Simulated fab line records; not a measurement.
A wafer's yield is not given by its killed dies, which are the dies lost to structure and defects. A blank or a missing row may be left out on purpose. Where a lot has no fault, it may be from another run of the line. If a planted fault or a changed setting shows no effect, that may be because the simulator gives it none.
Which tool did it? | flow nandHarc | 6 lots with 18 wafers sampled at 5 steps, on a route of 1302 steps

== WHAT THE GAUGES READ, wafer by wafer ==
NHARC_END_SORT_01.
lot  | measured     | on        | killedAtArray
L579 | day 27 07:16 | prober-02 | 677 677 677
L582 | day 28 02:01 | prober-02 | 677 675 677

== WHICH TOOL RAN EACH LOT (tool, then ch and the chambers of the sampled wafers, then the start) ==
lot  | NHARC_A_STAIRCASE_HM_DEP_456 | NHARC_A_STAIRCASE_HM_DEP_459 | NHARC_A_STAIRCASE_ETCH_292        | NHARC_A_STAIRCASE_HM_OPEN_460
L575 | aclDep-03 ch 0, day 17 00:12 | aclDep-03 ch 0, day 17 11:31 | rieDiel-04 ch 2,3, day 17 14:32   | rieDiel-04 ch 0,1,3, no start
L579 | aclDep-01 ch 0, day 19 00:30 | aclDep-01, day 19 08:25      | rieDiel-04 ch 0,2, day 19 11:22   | rieDiel-04 ch 1,3, day 27 07:16 or earlier
L582 | aclDep-03 ch 0, day 20 11:32 | aclDep-03, day 20 17:29      | rieDiel-04 ch 0,2,3, day 20 20:07 | rieDiel-04 ch 0,1,3, day 28 02:01 or earlier
L589 | aclDep-03 ch 0, day 23 00:24 | aclDep-02 ch 0, day 23 08:14 | rieDiel-11 ch 0,1,2, day 23 13:03 | rieDiel-11 ch 1,2,3, no start
L590 | aclDep-02 ch 0, day 24 05:02 | aclDep-03 ch 0, day 24 12:11 | rieDiel-04 ch 0,1,3, day 24 14:28 | rieDiel-04 ch 0,1,3, no start
L595 | aclDep-02 ch 0, day 26 03:51 | aclDep-03 ch 0, day 26 13:44 | rieDiel-02 ch 0,2,3, day 26 16:25 | rieDiel-02 ch 0,3, no start
- NHARC_A_STAIRCASE_HM_DEP_456: deposits aC, target thk 3100 nm.
- NHARC_A_STAIRCASE_HM_DEP_459: deposits aC, target thk 1500 nm.
- NHARC_A_STAIRCASE_ETCH_292: etches the open film in CF4/CHF3.
- NHARC_A_STAIRCASE_HM_OPEN_460: chemistry O2/COS.

== THE ANSWER, worked out from the rows above alone ==
Rule: the lots themselves supply what counts as usual. The widest of any qualifying gaps counts: lots, ordered by their means at a reading, are off when they make up no more than a third of the lots, leave a main group of 4 or more, and stand apart from it by 3 or more times the standard deviation of that group's means. If all means in a main group match to the digits the tables above print for the reading, that group is not used. Also off: a lot with no number at a reading for which 4 or more lots have one. Where the step has rows for the other lots, those lots are counted as sound.
No lot is off on any of the readings shown, so nothing can be concluded from this.

== WHAT THE SIMULATOR HAD PUT IN ==
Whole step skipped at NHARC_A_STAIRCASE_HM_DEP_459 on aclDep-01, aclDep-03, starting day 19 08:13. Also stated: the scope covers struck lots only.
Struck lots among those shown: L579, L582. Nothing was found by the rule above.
